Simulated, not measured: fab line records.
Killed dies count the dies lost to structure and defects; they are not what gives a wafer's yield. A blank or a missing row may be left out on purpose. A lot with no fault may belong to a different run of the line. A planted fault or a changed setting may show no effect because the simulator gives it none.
Chamber matching / flow n5Finfet / cmp-02 running N5_MOL_CONTACT_COAG_CMP_28: 4 sister chambers
The step polishes, stops on SiNx, t overpolish 0.85 s, target thk 14.522 nm. 16 wafers are shown with their chamber, then 8 later ones without.

WAFERS, EACH WITH ITS CHAMBER
wafer=L602.1; chamber=0; motorCurrentA (A)=11.0; timeToEndpointS (s)=0.0; edgeZonePressureFrac=0.992
wafer=L602.2; chamber=1; motorCurrentA (A)=12.5; timeToEndpointS (s)=0.0; edgeZonePressureFrac=1.006
wafer=L602.3; chamber=3; motorCurrentA (A)=12.3; timeToEndpointS (s)=8.2; edgeZonePressureFrac=0.996
wafer=L604.1; chamber=0; motorCurrentA (A)=11.8; timeToEndpointS (s)=7.1; edgeZonePressureFrac=1.004
wafer=L604.3; chamber=3; motorCurrentA (A)=12.4; timeToEndpointS (s)=10.7; edgeZonePressureFrac=0.997
wafer=L604.6; chamber=0; motorCurrentA (A)=12.2; timeToEndpointS (s)=5.0; edgeZonePressureFrac=0.999
wafer=L606.3; chamber=1; motorCurrentA (A)=12.7; timeToEndpointS (s)=2.6; edgeZonePressureFrac=0.996
wafer=L606.4; chamber=0; motorCurrentA (A)=11.3; timeToEndpointS (s)=3.9; edgeZonePressureFrac=0.996
wafer=L606.5; chamber=0; motorCurrentA (A)=11.6; timeToEndpointS (s)=4.9; edgeZonePressureFrac=1.002
wafer=L607.2; chamber=1; motorCurrentA (A)=13.5; timeToEndpointS (s)=0.0; edgeZonePressureFrac=1.002
wafer=L607.4; chamber=2; motorCurrentA (A)=11.6; timeToEndpointS (s)=6.1; edgeZonePressureFrac=1.005
wafer=L607.6; chamber=1; motorCurrentA (A)=13.3; timeToEndpointS (s)=0.5; edgeZonePressureFrac=1.006
wafer=L608.2; chamber=0; motorCurrentA (A)=10.9; timeToEndpointS (s)=3.4; edgeZonePressureFrac=0.996
wafer=L608.3; chamber=1; motorCurrentA (A)=12.7; timeToEndpointS (s)=0.0; edgeZonePressureFrac=1.004
wafer=L608.4; chamber=2; motorCurrentA (A)=11.8; timeToEndpointS (s)=0.0; edgeZonePressureFrac=0.996
wafer=L622.1; chamber=2; motorCurrentA (A)=11.5; timeToEndpointS (s)=2.9; edgeZonePressureFrac=1.008

SIGNATURES (averages over the wafers above)
reading=motorCurrentA; chamber 0=11.467; chamber 1=12.940; chamber 2=11.633; chamber 3=12.350; scatter within a chamber=0.412
reading=timeToEndpointS; chamber 0=4.050; chamber 1=0.620; chamber 2=3.000; chamber 3=9.450; scatter within a chamber=2.13
reading=edgeZonePressureFrac; chamber 0=0.99817; chamber 1=1.00280; chamber 2=1.00300; chamber 3=0.99650; scatter within a chamber=0.00451
Rule: distance of a wafer from a chamber = root of the sum over the readings of ((wafer's reading minus chamber's mean) / reading's scatter) squared. If the next closest chamber is less than 2 further off than the closest, the wafer can't be placed; otherwise it belongs to the closest. The scatter: take each reading less its chamber's mean, square it, sum over the shown wafers, divide by the number of wafers less the number of chambers, and take the root.

WAFERS WITH NO CHAMBER GIVEN
wafer=L622.2; motorCurrentA (A)=13.0; timeToEndpointS (s)=2.5; edgeZonePressureFrac=1.009
wafer=L622.4; motorCurrentA (A)=11.8; timeToEndpointS (s)=7.9; edgeZonePressureFrac=0.990
wafer=L623.1; motorCurrentA (A)=12.6; timeToEndpointS (s)=1.2; edgeZonePressureFrac=1.000
wafer=L623.5; motorCurrentA (A)=11.3; timeToEndpointS (s)=1.7; edgeZonePressureFrac=1.000
wafer=L623.6; motorCurrentA (A)=11.8; timeToEndpointS (s)=6.3; edgeZonePressureFrac=0.999
wafer=L624.2; motorCurrentA (A)=12.7; timeToEndpointS (s)=11.9; edgeZonePressureFrac=1.000
wafer=L624.5; motorCurrentA (A)=12.2; timeToEndpointS (s)=8.4; edgeZonePressureFrac=1.001
wafer=L624.6; motorCurrentA (A)=11.9; timeToEndpointS (s)=2.3; edgeZonePressureFrac=0.994

WHICH CHAMBER EACH ONE RAN IN
wafer=L622.2; from the rows above=can't be placed: 1 or 2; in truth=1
wafer=L622.4; from the rows above=can't be placed: 3 or 0 or 2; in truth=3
wafer=L623.1; from the rows above=can't be placed: 1 or 2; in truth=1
wafer=L623.5; from the rows above=can't be placed: 2 or 0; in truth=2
wafer=L623.6; from the rows above=can't be placed: 0 or 2 or 3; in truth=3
wafer=L624.2; from the rows above=3; in truth=3
wafer=L624.5; from the rows above=can't be placed: 3 or 0 or 2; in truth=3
wafer=L624.6; from the rows above=can't be placed: 0 or 2 or 1 or 3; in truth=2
1 of 8 placed correctly. Not placeable from these rows: 7 (in 7, the candidates include the true chamber). Number placed wrongly: 0.
